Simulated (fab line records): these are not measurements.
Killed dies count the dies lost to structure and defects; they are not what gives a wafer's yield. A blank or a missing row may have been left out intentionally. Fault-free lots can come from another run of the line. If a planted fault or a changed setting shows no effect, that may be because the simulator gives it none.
Struck lot and sound lot, side by side ; flow nand harc ; 14 steps out of a route of 1302
Sound: wafers L317.2, L317.5, L317.6. The struck wafers were L336.3, L336.4, L336.6. Last of all comes the cause.
Each step with rows lists, per side, the tool, then ch with its chambers, then its first start. Under that, the readings that differ: sound wafers ; struck wafers ; difference of the means ; sigmas: that difference in standard deviations of wafers without a fault.
alike: readings with means less than 2 such deviations apart, plus words and numbers identical on both sides. not compared: withheld readings, readings lacking a value on some wafer, bounds such as >300 that could conceal the same value, and numbers that have no deviation in the record and whose values overlap.
A row with sigmas, a row that says differs or no value, or rows on one side alone: a step with any of these is where the two part. Numbers that don't overlap but have no deviation are shown without sigmas and don't part them. A reading that every wafer of one side lacks parts them only if that side has two wafers or more.

NHARC_P_M0_CMP_23: polishes, t overpolish 20 s, target thk 117.54 nm.
  sound on cmp-04 ch 0,3, day 6 07:43; struck on cmp-03 ch 0,1,3, day 13 22:34
reading;sound;struck;difference;sigmas
motor current A (A);10.4 10.4 10.7;15.8 12.6 11.5;+2.8;+2
  alike: time to endpoint s
  not compared: pad life wafers
NHARC_P_M0_THK_MEAS_24: measures by xrf.
  sound: film metro-02 at day 6 08:00; struck: film metro-01 at day 13 22:50
  alike: thk nm
then, 1 step without rows for these wafers: NHARC_P_M0_SRD_25.
NHARC_P_M0_INSPECT_27:
  sound: defect inspect-01 at day 6 08:10; struck: defect inspect-02 at day 13 22:59
  alike: raw defect count
NHARC_P_M0_PRE_CLEAN_31: time 12 s.
  sound on pecvd-02 ch 0,2, day 6 08:25; struck on pecvd-04 ch 0,1, day 13 23:03
  alike: heater power w, susceptor temp C
NHARC_P_M0_DEP_32: deposits SiCN, target thk 30 nm.
  sound on pecvd-02 ch 0,2, day 6 08:31; struck on pecvd-04 ch 0,1, day 13 23:08
  alike: heater power w, susceptor temp C
then, 5 steps without rows for these wafers: NHARC_P_M1_DEP_00 (deposits SiOC, target thk 182.5 nm); NHARC_P_M1_DEHYDRATE_01 (time 120 s); NHARC_P_M1_HMDS_02 (time 30 s); NHARC_P_M1_COAT_34 (time 65 s); NHARC_P_M1_COAT_03 (resist thk 90 nm).
NHARC_P_M1_SOFTBAKE_04: time 55 s.
  sound on litho track-06 ch 0, day 6 09:00; struck on litho track-04 ch 0, day 13 23:00
reading;sound;struck;difference;sigmas
heater power total W (W);188.71 188.48 188.41;183.30 183.07 183.05;-5.39;-39
  alike: resist line temp C
then, 2 steps without rows for these wafers: NHARC_P_M1_EBR_05; NHARC_END_SORT_01.

== WHERE THEY PART ==
At NHARC_P_M0_CMP_23 first; at NHARC_P_M1_SOFTBAKE_04 last (within this record only).

WHY: whatever the simulator had introduced
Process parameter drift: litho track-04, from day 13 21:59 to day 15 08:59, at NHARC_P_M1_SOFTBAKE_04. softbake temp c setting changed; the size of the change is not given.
